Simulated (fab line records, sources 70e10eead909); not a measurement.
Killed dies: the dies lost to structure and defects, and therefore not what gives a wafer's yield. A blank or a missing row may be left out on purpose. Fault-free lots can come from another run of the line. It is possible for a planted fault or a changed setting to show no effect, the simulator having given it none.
What tool caused it? -- flow nand_harc -- 11 lots, 33 wafers sampled, at 4 steps of a route of 1302

WHAT THE GAUGES READ, wafer by wafer
NHARC_P_ZERO_WELL_CD_MEAS_52: the cd target is 2000 nm.
lot,measured,on,cd_nm (nm)
L124,day 3 07:45,cd_sem-03,2001.1 2000.9 2001.9
L126,day 4 03:46,cd_sem-03,2000.1 2000.5 1999.2
L129,day 5 09:46,cd_sem-01,1999.3 2001.4 2000.0
L130,day 5 19:31,cd_sem-01,1997.9 1998.6 1998.9
L134,day 7 11:47,cd_sem-02,- - -
L135,day 7 21:37,cd_sem-02,- - -
L136,day 8 07:44,cd_sem-03,- - -
L140,day 9 23:43,cd_sem-03,2000.7 2002.4 2001.1
L141,day 10 10:17,cd_sem-01,2004.7 2003.2 2002.5
L142,day 10 19:39,cd_sem-02,2002.7 2001.7 2002.0
L144,day 11 15:52,cd_sem-03,1999.3 2001.1 1999.5

EACH LOT AND THE TOOL THAT RAN IT (in order: tool; ch and the chambers of the sampled wafers; start)
lot,NHARC_P_ZERO_WELL_DESCUM_13,NHARC_P_ZERO_WELL_ETCH_63,NHARC_P_ZERO_WELL_EXPOSE_49
L124,"rie_diel-08 ch 1,3, day 3 03:23","rie_si-02 ch 0,2,3, day 3 03:40","krf_scanner-01 ch 0, day 3 07:35"
L126,"rie_diel-02 ch 0,1,3, day 3 23:25","rie_si-02 ch 0,2,3, day 3 23:40","krf_scanner-01 ch 0, day 4 03:37"
L129,"rie_diel-03 ch 1,2,3, day 5 05:25","rie_si-05 ch 1,2, day 5 05:40","krf_scanner-01 ch 0, day 5 09:37"
L130,"rie_diel-02 ch 0,2,3, day 5 15:17","rie_si-02 ch 1,2,3, day 5 15:33","krf_scanner-04 ch 0, day 5 19:21"
L134,"rie_diel-02 ch 0,2, day 7 07:25","rie_si-05 ch 2,3, day 7 07:42","krf_scanner-01, day 7 11:38"
L135,"rie_diel-03 ch 0,1,2, day 7 17:25","rie_si-02 ch 2,3, day 7 17:40","krf_scanner-01, day 7 21:28"
L136,"rie_diel-08 ch 0,3, day 8 03:17","rie_si-02 ch 2,3, day 8 03:32","krf_scanner-04, day 8 07:35"
L140,"rie_diel-08 ch 0,1,3, day 9 19:25","rie_si-05 ch 1,2,3, day 9 19:39","krf_scanner-02 ch 0, day 9 23:34"
L141,"rie_diel-03 ch 2,3, day 10 05:26","rie_si-04 ch 0,1,3, day 10 05:49","krf_scanner-01 ch 0, day 10 10:08"
L142,"rie_diel-03 ch 0,1,3, day 10 15:17","rie_si-04 ch 1,2,3, day 10 15:37","krf_scanner-01 ch 0, day 10 19:30"
L144,"rie_diel-02 ch 0,1,3, day 11 11:25","rie_si-04 ch 0,1,3, day 11 11:40","krf_scanner-04 ch 0, day 11 15:42"
- NHARC_P_ZERO_WELL_DESCUM_13: chemistry O2, time 3 s.
- NHARC_P_ZERO_WELL_ETCH_63: etches the open film in HBr/Cl2, target depth 120 nm, time 40.1 s.
- NHARC_P_ZERO_WELL_EXPOSE_49: exposes mask P HVPW, target cd 2000 nm.

THE ANSWER, worked out from the rows above alone
Rule: usual is defined by the lots themselves. The widest of any qualifying gaps counts: lots, ordered by their means at a reading, are off when they make up no more than a third of the lots, leave a main group of 4 or more, and stand apart from it by 3 or more times the standard deviation of that group's means. Not used: any main group whose means are identical at the precision the tables above print for the reading. Also off: a lot with no number at a reading for which 4 or more lots have one. Where the step has rows for the other lots, those lots are counted as sound.
Off: L134, L135, L136, at NHARC_P_ZERO_WELL_CD_MEAS_52 (cd_nm). Without a number there: L134, L135, L136. The main group: mean 2000.9 nm, standard deviation 1.4.
A tool fits if, at a process step before that reading, it ran every lot that is off, and no sound lot after the first of them. The gauges at NHARC_P_ZERO_WELL_CD_MEAS_52 are tried like those tools. None of those tried fits.

WHAT WAS PUT IN BY THE SIMULATOR
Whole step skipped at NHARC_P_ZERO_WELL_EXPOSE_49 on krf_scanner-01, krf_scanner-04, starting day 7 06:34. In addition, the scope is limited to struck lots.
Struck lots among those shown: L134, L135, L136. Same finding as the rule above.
